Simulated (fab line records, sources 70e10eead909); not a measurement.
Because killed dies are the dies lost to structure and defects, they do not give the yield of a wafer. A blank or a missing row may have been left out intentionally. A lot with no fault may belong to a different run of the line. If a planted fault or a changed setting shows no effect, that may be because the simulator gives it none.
Matching of chambers / flow nandHarc / NHARC_P_M1_PRE_CLEAN_32 on pecvd-03: 3 sister chambers
The step time 12 s. 14 wafers are shown with their chamber, then 7 later ones without.

## EACH WAFER AND ITS CHAMBER
wafer=L076.1; chamber=1; heaterPowerW (W)=591
wafer=L076.3; chamber=2; heaterPowerW (W)=498
wafer=L076.5; chamber=2; heaterPowerW (W)=499
wafer=L078.1; chamber=2; heaterPowerW (W)=545
wafer=L078.3; chamber=0; heaterPowerW (W)=550
wafer=L078.6; chamber=1; heaterPowerW (W)=577
wafer=L082.1; chamber=2; heaterPowerW (W)=543
wafer=L082.2; chamber=1; heaterPowerW (W)=551
wafer=L082.5; chamber=1; heaterPowerW (W)=538
wafer=L083.2; chamber=1; heaterPowerW (W)=583
wafer=L083.4; chamber=0; heaterPowerW (W)=621
wafer=L083.5; chamber=2; heaterPowerW (W)=562
wafer=L088.3; chamber=2; heaterPowerW (W)=490
wafer=L088.5; chamber=0; heaterPowerW (W)=573

SIGNATURES (averages over the wafers above)
reading=heaterPowerW; chamber 0=581.33; chamber 1=568.00; chamber 2=522.83; scatter within a chamber=29.1
Rule: for a wafer and a chamber, the distance is found by dividing, reading by reading, the gap between the wafer's reading and the chamber's mean by the reading's scatter, squaring, summing and taking the root. If the next closest chamber is less than 2 further off than the closest, the wafer can't be placed; otherwise it belongs to the closest. How the scatter is found: for the shown wafers, subtract from each reading the mean of its chamber, square and add these, divide the total by (wafers less chambers), then take the root.

## WAFERS WITH NO CHAMBER GIVEN
wafer=L088.6; heaterPowerW (W)=503
wafer=L090.4; heaterPowerW (W)=532
wafer=L090.5; heaterPowerW (W)=625
wafer=L090.6; heaterPowerW (W)=594
wafer=L096.1; heaterPowerW (W)=613
wafer=L096.2; heaterPowerW (W)=522
wafer=L096.5; heaterPowerW (W)=538

## EACH ONE'S CHAMBER
wafer=L088.6; from the rows above=can't be placed: 2 or 1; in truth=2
wafer=L090.4; from the rows above=can't be placed: 2 or 1 or 0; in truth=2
wafer=L090.5; from the rows above=can't be placed: 0 or 1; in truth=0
wafer=L090.6; from the rows above=can't be placed: 0 or 1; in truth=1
wafer=L096.1; from the rows above=can't be placed: 0 or 1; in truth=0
wafer=L096.2; from the rows above=can't be placed: 2 or 1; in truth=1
wafer=L096.5; from the rows above=can't be placed: 2 or 1 or 0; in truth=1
Correctly placed: 0 of 7. Cannot be placed on the basis of these rows: 7; the candidates contain the true chamber in 7. 0 placed wrongly.
